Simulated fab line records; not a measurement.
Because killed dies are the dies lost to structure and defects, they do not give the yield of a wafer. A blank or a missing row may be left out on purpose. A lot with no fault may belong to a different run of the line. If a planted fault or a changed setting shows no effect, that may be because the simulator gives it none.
Struck lot and sound lot, side by side ; flow nand_harc ; 14 out of 1302 route steps
Sound: wafers L957.1, L957.5, L957.6. Wafers L956.2, L956.3, L956.4 were the ones struck. The cause is given at the end.
At each step with rows: each side's tool, then ch and its chambers, then its first start. Under that, the readings that differ: sound wafers ; struck wafers ; difference of the means ; sigmas: that difference in standard deviations of wafers without a fault.
alike: same words and numbers on both sides, and readings whose means sit less than 2 such deviations apart. not compared: any withheld reading, any reading some wafer has no value for, any bound like >300 that may hide the same value, and any number with overlapping values for which the record gives no deviation.
The two part at a step that has a row with sigmas, a row that says differs or no value, or rows on one side only. When numbers do not overlap yet have no deviation, they are printed without sigmas and do not part them. Lack of a reading on every wafer of one side parts them only where that side has two or more wafers.

NHARC_A_DECK1_JOINT_INSPECT_05:
  struck on defect_inspect-01, day 19 09:18; sound on defect_inspect-02, day 20 03:03
  alike: raw_defect_count
following that, 1 step holds no rows for these wafers, namely NHARC_A_ONON_D2_DEP_00 (target thickness 1000 nm).
NHARC_A_ONON_D2_THK_MEAS_02: measures by ellipsometry.
  struck on film_metro-01, day 19 09:52; sound on film_metro-01, day 20 03:38
  alike: thk_nm
following that, 1 step holds no rows for these wafers, namely NHARC_A_ONON_D2_DEP_03 (target thickness 1000 nm).
NHARC_A_ONON_D2_THK_MEAS_05: measures by ellipsometry.
  struck on film_metro-01, day 19 10:26; sound on film_metro-01, day 20 04:12
  alike: thk_nm
following that, 1 step holds no rows for these wafers, namely NHARC_A_ONON_D2_DEP_06 (target thickness 1000 nm).
NHARC_A_ONON_D2_THK_MEAS_08: measures by ellipsometry.
  struck on film_metro-01, day 19 11:00; sound on film_metro-01, day 20 04:46
  alike: thk_nm
following that, 1 step holds no rows for these wafers, namely NHARC_A_ONON_D2_DEP_09 (target thickness 1000 nm).
NHARC_A_ONON_D2_THK_MEAS_11: measures by ellipsometry.
  struck on film_metro-01, day 19 11:34; sound on film_metro-01, day 20 05:20
  alike: thk_nm
following that, 1 step holds no rows for these wafers, namely NHARC_A_ONON_D2_DEP_12 (target thickness 1000 nm).
NHARC_A_ONON_D2_THK_MEAS_14: measures by ellipsometry.
  struck on film_metro-01, day 19 12:08; sound on film_metro-01, day 20 05:54
reading;sound;struck;difference;sigmas
thk_nm (nm);1020 1019 1020;998 997 996;-23;-2
then, 1 step without rows for these wafers: NHARC_A_ONON_D2_ANNEAL_15 (time 3600 s).
NHARC_A_ONON_D2_DEP_16: target thk 1000 nm.
  struck on pecvd_onon-04, day 19 18:47; sound on pecvd_onon-02 ch 0, day 20 14:44
  no value came back on the struck wafers for n2_flow_sccm (sccm), n2o_flow_sccm (sccm); on the sound wafers n2_flow_sccm (sccm) reads 2748 2743 2742
-- jump in the record: it breaks off in module A_ONON_D2 and resumes in module END (first step shown: number 1302 of the route), and 12 days separate the struck wafers' starts before and after --
NHARC_END_SORT_01:
  here the record holds rows for the struck wafers (prober-01 ch 0, day 31 22:59) but none for the sound ones

## WHERE THEY PART
Last at NHARC_END_SORT_01 as far as this record goes, first at NHARC_A_ONON_D2_THK_MEAS_14.

WHY: the cause the simulator had injected
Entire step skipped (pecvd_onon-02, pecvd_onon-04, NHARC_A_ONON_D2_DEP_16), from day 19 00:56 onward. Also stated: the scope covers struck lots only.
